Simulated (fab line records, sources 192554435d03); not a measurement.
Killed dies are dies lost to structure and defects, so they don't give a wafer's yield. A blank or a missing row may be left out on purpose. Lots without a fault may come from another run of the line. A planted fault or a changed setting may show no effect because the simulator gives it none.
Chamber matching | flow n5_finfet | N5_FIN_SAQP_SPACER2_ALD_28 on ald_sin-01: 4 sister chambers
The step deposits SiO2, target thk 8.1 nm, pulse time 1 s, purge time 2 s. 24 wafers are shown with their chamber, then 12 later ones without.

WAFERS WITH THEIR CHAMBER
wafer  | chamber | heater_power_w (W) | precursor_pulse_height_rel
L077.2 | 1       | 427                | 0.980
L077.3 | 3       | 463                | 1.004
L077.6 | 0       | 503                | 1.011
L081.1 | 1       | 433                | 0.996
L081.3 | 3       | 447                | 1.014
L081.5 | 2       | 556                | 0.987
L082.1 | 0       | 501                | 1.036
L082.2 | 3       | 471                | 0.979
L082.3 | 2       | 557                | 0.971
L086.1 | 0       | 517                | 0.983
L086.4 | 1       | 440                | 0.996
L086.5 | 3       | 457                | 1.018
L087.2 | 2       | 560                | 0.997
L087.5 | 1       | 435                | 0.995
L087.6 | 2       | 552                | 0.992
L089.3 | 1       | 432                | 0.998
L089.4 | 3       | 474                | 1.013
L089.6 | 0       | 512                | 0.957
L090.2 | 3       | 454                | 1.017
L090.4 | 1       | 435                | 1.032
L090.6 | 0       | 504                | 0.984
L091.1 | 1       | 442                | 1.021
L091.3 | 0       | 503                | 1.014
L091.6 | 2       | 561                | 0.967

SIGNATURES (means of the wafers above)
reading                    | chamber 0 | chamber 1 | chamber 2 | chamber 3 | scatter within a chamber
heater_power_w             | 506.67    | 434.86    | 557.20    | 461.00    | 6.84
precursor_pulse_height_rel | 0.99750   | 1.00257   | 0.98280   | 1.00750   | 0.0195
Rule: a wafer's distance from a chamber is the root of the sum, over the readings, of the square of ((its reading less the chamber's mean) divided by the reading's scatter). The wafer belongs to the nearest chamber; if the next one is less than 2 further off, it can't be placed. The scatter: the root of (the sum of the squares of (reading less its chamber's mean) over the shown wafers, divided by (wafers less chambers)).

WAFERS WITHOUT THEIR CHAMBER
wafer  | heater_power_w (W) | precursor_pulse_height_rel
L092.2 | 454                | 1.033
L092.4 | 503                | 0.986
L092.6 | 516                | 0.975
L093.1 | 551                | 0.985
L093.2 | 502                | 0.982
L093.5 | 466                | 0.988
L094.1 | 459                | 0.988
L094.2 | 560                | 1.010
L094.6 | 426                | 1.004
L097.2 | 520                | 0.996
L097.4 | 458                | 0.982
L097.6 | 469                | 1.009

WHICH CHAMBER EACH WENT THROUGH
wafer  | from the rows above     | in truth
L092.2 | can't be placed: 3 or 1 | 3
L092.4 | 0                       | 0
L092.6 | 0                       | 0
L093.1 | 2                       | 2
L093.2 | 0                       | 0
L093.5 | 3                       | 3
L094.1 | 3                       | 3
L094.2 | 2                       | 2
L094.6 | 1                       | 1
L097.2 | 0                       | 0
L097.4 | 3                       | 3
L097.6 | 3                       | 3
Placed correctly: 11 of 12. Can't be placed from these rows: 1 (the true chamber is among the candidates in 1). Placed wrongly: 0.
